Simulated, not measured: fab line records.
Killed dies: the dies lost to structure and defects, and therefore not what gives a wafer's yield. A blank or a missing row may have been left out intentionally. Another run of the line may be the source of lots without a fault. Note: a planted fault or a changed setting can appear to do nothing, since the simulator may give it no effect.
Which tool is to blame? | flow n5-finfet | Sampling: 14 lots, 42 wafers, 4 of 1938 route steps

## WHAT EACH GAUGE READ, for each wafer
N5_WELL_APT_INSPECT_38: inspects for defects (darkfield).
lot  | measured    | on                | raw-defect-count
L974 | day 1 16:28 | defect-inspect-01 | 9 12 7
L976 | day 2 04:34 | defect-inspect-01 | 9 12 8
L977 | day 2 10:56 | defect-inspect-01 | 9 13 15
L979 | day 2 23:02 | defect-inspect-01 | 18 13 15
L980 | day 3 04:52 | defect-inspect-02 | 11 13 11
L981 | day 3 10:46 | defect-inspect-01 | 12 21 15
L983 | day 3 22:52 | defect-inspect-01 | 10 13 8
L984 | day 4 04:58 | defect-inspect-02 | 11 12 11
L985 | day 4 11:14 | defect-inspect-01 | 17 14 12
L989 | day 5 11:01 | defect-inspect-02 | 16 16 13
L991 | day 5 22:43 | defect-inspect-01 | 7 12 14
L992 | day 6 05:19 | defect-inspect-02 | 18 6 11
L996 | day 7 04:40 | defect-inspect-01 | 23 11 14
L997 | day 7 10:55 | defect-inspect-02 | 11 9 17

N5_FIN_SAQP_OVL_MEAS_17.
lot  | measured    | on         | FIN_CORE_OVL (nm)
L974 | day 1 21:05 | overlay-02 | 1.5 1.2 0.0
L976 | day 2 10:20 | overlay-01 | -1.4 1.0 -0.6
L977 | day 2 15:39 | overlay-01 | -1.5 -0.4 0.4
L979 | day 3 03:41 | overlay-02 | 0.0 -1.8 0.0
L980 | day 3 09:41 | overlay-01 | -1.4 -1.4 -0.1
L981 | day 3 17:04 | overlay-01 | 1.3 -0.2 0.6
L983 | day 4 03:43 | overlay-01 | 0.4 -0.1 -0.2
L984 | day 4 09:43 | overlay-01 | -1.4 1.2 -1.8
L985 | day 4 17:08 | overlay-01 | 0.1 0.6 1.9
L989 | day 5 16:31 | overlay-02 | -2.6 -1.0 -0.6
L991 | day 6 03:28 | overlay-01 | - - -
L992 | day 6 10:28 | overlay-02 | - - -
L996 | day 7 09:51 | overlay-02 | 0.0 0.5 -0.7
L997 | day 7 16:27 | overlay-02 | -1.3 -0.2 0.0

## WHAT TOOL EACH LOT RAN ON (gives the tool, then ch and the chambers of the sampled wafers, and finally the start)
lot  | N5_PMOS_HMC_CHANNEL_EPI_DESCUM_14 | N5_FIN_SAQP_DEVELOP_15
L974 | rie-diel-03 ch 1,2,3, day 1 17:00 | litho-track-05 ch 0, day 1 21:00
L976 | rie-diel-03 ch 0,2,3, day 2 05:06 | litho-track-05 ch 0, day 2 10:14
L977 | rie-diel-06 ch 0,2,3, day 2 11:33 | litho-track-05 ch 0, day 2 15:33
L979 | rie-diel-06 ch 0,1, day 2 23:26   | litho-track-02 ch 0, day 3 03:35
L980 | rie-diel-05 ch 0,1,3, day 3 05:25 | litho-track-01 ch 0, day 3 09:35
L981 | rie-diel-06 ch 1,2, day 3 11:19   | litho-track-02 ch 0, day 3 16:58
L983 | rie-diel-03 ch 1,2, day 3 23:26   | litho-track-05 ch 0, day 4 03:37
L984 | rie-diel-06 ch 0,1,3, day 4 05:44 | litho-track-05 ch 0, day 4 09:37
L985 | rie-diel-06 ch 0,1,2, day 4 11:46 | litho-track-01 ch 0, day 4 17:02
L989 | rie-diel-03 ch 1,2, day 5 11:35   | litho-track-05 ch 0, day 5 16:25
L991 | rie-diel-05 ch 1,3, day 5 23:14   | litho-track-01, day 6 03:22
L992 | rie-diel-06 ch 1,2,3, day 6 06:17 | litho-track-01, day 6 10:22
L996 | rie-diel-06 ch 1,2,3, day 7 05:12 | litho-track-01 ch 0, day 7 09:45
L997 | rie-diel-05 ch 1,2, day 7 11:27   | litho-track-02 ch 0, day 7 16:21
- N5_PMOS_HMC_CHANNEL_EPI_DESCUM_14: chemistry O2, time 7.9 s.
- N5_FIN_SAQP_DEVELOP_15: develop time 30 s.

## WHAT THE TOOLS THEMSELVES READ (means of the sampled wafers that have a number; where no wafer has one, the mark that the record gives instead)
N5_PMOS_HMC_CHANNEL_EPI_DESCUM_14.
lot  | tool        | drypump-motor-current-A (A) | oes-product-au (a.u.) | rf-vpp-V (V) | showerhead-plenum-p-Torr (Torr) | temp-c (C) | throttle-valve-pct (%)
L974 | rie-diel-03 | 5.0                         | 0.79                  | 243.7        | 2.12                            | 40.02      | 20.24
L976 | rie-diel-03 | 5.1                         | 0.78                  | 244.4        | 2.12                            | 39.96      | 20.25
L977 | rie-diel-06 | 6.0                         | 0.76                  | 242.7        | 2.07                            | 39.95      | 20.60
L979 | rie-diel-06 | 5.5                         | 0.84                  | 242.6        | 2.06                            | 39.96      | 20.54
L980 | rie-diel-05 | 5.4                         | 0.77                  | 242.9        | 2.09                            | 39.95      | 20.38
L981 | rie-diel-06 | 5.4                         | 0.89                  | 242.5        | 2.10                            | 40.10      | 20.53
L983 | rie-diel-03 | 4.9                         | 0.71                  | 242.6        | 2.10                            | 40.04      | 20.26
L984 | rie-diel-06 | 5.9                         | 0.90                  | 243.4        | 2.10                            | 40.01      | 20.38
L985 | rie-diel-06 | 5.5                         | 0.83                  | 242.9        | 2.06                            | 39.83      | 20.60
L989 | rie-diel-03 | 4.9                         | 0.70                  | 242.2        | 2.09                            | 39.95      | 20.28
L991 | rie-diel-05 | 5.5                         | 0.74                  | 243.3        | 2.12                            | 39.96      | 20.49
L992 | rie-diel-06 | 5.9                         | 0.86                  | 243.2        | 2.09                            | 40.00      | 20.44
L996 | rie-diel-06 | 6.0                         | 0.85                  | 242.7        | 2.09                            | 40.02      | 20.46
L997 | rie-diel-05 | 5.9                         | 0.69                  | 242.0        | 2.03                            | 40.06      | 20.73

N5_FIN_SAQP_DEVELOP_15.
lot  | tool           | chill-plate-temp-C (C)
L974 | litho-track-05 | 23.07
L976 | litho-track-05 | 23.05
L977 | litho-track-05 | 23.08
L979 | litho-track-02 | 23.19
L980 | litho-track-01 | 22.94
L981 | litho-track-02 | 22.95
L983 | litho-track-05 | 22.88
L984 | litho-track-05 | 23.15
L985 | litho-track-01 | 23.05
L989 | litho-track-05 | 22.93
L991 | litho-track-01 | -
L992 | litho-track-01 | -
L996 | litho-track-01 | 23.08
L997 | litho-track-02 | 22.98

## THE ANSWER, worked out from the rows above alone
Rule: usual is defined by the lots themselves. The widest of any qualifying gaps counts: lots, ordered by their means at a reading, are off when they make up no more than a third of the lots, leave a main group of 4 or more, and stand apart from it by 3 or more times the standard deviation of that group's means. Not used: any main group whose means are identical at the precision the tables above print for the reading. A lot without any number at a reading at which 4 lots or more have one is off too. All remaining lots with rows at the step are treated as sound. After the gauges, taken in route order, come the tools' own readings; for these a lot's mean is taken, as printed above. At the first step where some lot is off, the reading lying furthest off is the one used; lots without a number count as furthest.
Off: L991, L992, at N5_FIN_SAQP_OVL_MEAS_17 (FIN_CORE_OVL). Without a number there: L991, L992. Mean -0.2 nm and standard deviation 0.68 in the main group.
A tool fits if, at a process step before that reading, it ran every lot that is off, and no sound lot after the first of them. Not tried: the gauges at N5_FIN_SAQP_OVL_MEAS_17; whatever is off there is also off at N5_FIN_SAQP_DEVELOP_15, on other tools, and gauge error can't account for it. Not one of the candidates tried fits.

## WHAT WAS PUT IN BY THE SIMULATOR
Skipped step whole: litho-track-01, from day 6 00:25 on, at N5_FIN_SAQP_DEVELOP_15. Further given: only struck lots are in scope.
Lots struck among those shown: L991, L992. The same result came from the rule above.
